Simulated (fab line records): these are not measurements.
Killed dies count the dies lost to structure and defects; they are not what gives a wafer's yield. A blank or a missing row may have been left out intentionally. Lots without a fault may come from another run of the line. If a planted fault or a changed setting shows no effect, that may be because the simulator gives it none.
Chamber matching -- flow n5-finfet -- N5_BEOL_M2_ETCH_74 on rie-diel-01 has 4 sister chambers
The step etches underlayer in N2/H2, target depth 6.5 nm, time 5.2 s. 4 wafers are shown with their chamber, then 9 later ones without.

== WAFERS, EACH WITH ITS CHAMBER ==
wafer,chamber,throttle-valve-pct (%)
L080.2,1,17.72
L082.2,3,18.21
L082.3,2,18.11
L082.5,0,17.67

== WAFERS WITHOUT THEIR CHAMBER ==
wafer,throttle-valve-pct (%)
L083.2,17.69
L083.3,17.73
L083.6,18.12
L088.2,18.27
L088.3,17.68
L088.5,17.73
L093.3,18.26
L093.5,17.74
L093.6,18.12

== WHICH CHAMBER EACH ONE RAN IN ==
wafer,from the rows above,in truth
L083.2,can't be placed: 0 or 1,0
L083.3,can't be placed: 1 or 0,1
L083.6,2,2
L088.2,3,3
L088.3,can't be placed: 0 or 1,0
L088.5,can't be placed: 1 or 0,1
L093.3,3,3
L093.5,can't be placed: 1 or 0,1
L093.6,2,2
Correct placement for 4 of the 9. Can't be placed from these rows: 5 (the true chamber is among the candidates in 5). Wrongly placed: 0.
How it was worked out, from the rows above alone: a wafer's distance from a chamber is the root of the sum, over the readings, of the square of ((its reading less the chamber's mean) divided by the reading's scatter). The wafer belongs to the nearest chamber; if the next one is less than 2 further off, it can't be placed. A chamber's mean is the mean of its shown wafers. The scatter: with one shown wafer a chamber, the root of the mean of the squares of how far each hidden wafer lies from its nearest shown one.
